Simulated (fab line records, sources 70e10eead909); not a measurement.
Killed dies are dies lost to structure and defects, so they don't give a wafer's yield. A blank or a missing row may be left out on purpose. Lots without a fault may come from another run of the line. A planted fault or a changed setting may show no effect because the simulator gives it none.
Problem report in the 8D (eight disciplines) form, filled by code | flow nand_harc | the parts of the form that need people (team, actions taken, sign-off) are left out

1. THE PROBLEM
cd_nm at NHARC_A_M1_CD_MEAS_09 reads a mean of 108.9 nm on 9 wafers of 3 lots; wafers without a fault read 120.4 nm with a standard deviation of 0.51. That is -23 standard deviations from the usual mean.
The step: target cd 120 nm.
First seen on wafer L911.2, day 29 03:38, on cd_sem-02. The record holds 36 wafers of 12 lots with a number at this step. Rule for "out", or "out of limits": more than 4 standard deviations from the usual mean. The other wafers with a number count as sound.

2. WHAT IT IS AND WHAT IT IS NOT
question                    | is                     | is not
which readings at this step | cd_nm                  | -
which lots                  | L911, L912, L913       | L896, L900, L901, L902, L903, L906, L915, L917, L918
which wafers of those lots  | all that have a number | -
read on which gauges        | cd_sem-02, cd_sem-03   | cd_sem-01
when                        | from day 29 03:38      | up to then (18 sound wafers); but 9 sound wafers of L915, L917, L918 came after

3. SUSPECTS, AND WHAT RULES EACH OUT
Counting: a tool at a process step up to the reading stays a suspect if it ran every lot that is out and no sound lot after the first of them.
- the gauge at NHARC_A_M1_CD_MEAS_09: ruled out. The wafers that are out were read on 2 gauges (cd_sem-02, cd_sem-03).
- litho_track-04 at NHARC_A_M1_PEB_07 (peb time 65 s): kept. It ran every lot that is out, first L911 (day 29 03:34), and no sound lot after that; its last sound lot up to then is L902 (day 26 01:26). Its own readings are out on those wafers: heater_power_total_W, plate_temp_C.
Left after counting: litho_track-04 at NHARC_A_M1_PEB_07.

4. THE CAUSE (what the simulator had put in)
Process parameter drift: litho_track-04, from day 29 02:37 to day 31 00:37, at NHARC_A_M1_PEB_07. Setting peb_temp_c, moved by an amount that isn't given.
Counting left only this tool.

5. THE CHAIN OF EFFECTS, in route order
Each row: a reading whose mean over the struck wafers that have a number lies more than 3 standard deviations from the usual. Only readings for which the record gives a usual standard deviation are gone through. hours: the time from each lot's start at the first step in this table that gives one to its start at this step, as a median over the lots. sigmas: the change in usual standard deviations.
hours | step                  | reading              | usual    | on struck wafers | change | sigmas
0     | NHARC_A_M1_PEB_07     | heater_power_total_W | 156.6 W  | 148.7            | -7.9   | -18
0     | NHARC_A_M1_PEB_07     | plate_temp_C         | 100.00 C | 96.19            | -3.81  | -32
0     | NHARC_A_M1_CD_MEAS_09 | cd_nm                | 120.4 nm | 108.9            | -11.5  | -23
The process steps in it:
- NHARC_A_M1_PEB_07: peb time 65 s.
Later measuring or inspecting steps at which every struck wafer that the step has a row for has a number for every such reading, and none has moved that far: NHARC_END_SORT_01.

6. WHAT WOULD HAVE CAUGHT IT SOONER
In this record the first reading out of limits at a measuring or inspecting step was taken at day 29 03:38, 1 hour after the fault began at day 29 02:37.
The tool's own readings at NHARC_A_M1_PEB_07 were out on every struck wafer that the step has a row for (heater_power_total_W, plate_temp_C): an alarm limit on them would have fired on the first of those.
Of the lots that are out (3), L913, L912 began NHARC_A_M1_PEB_07 on litho_track-04 after day 29 03:38. A hold on the tool at that time would have spared those 2.
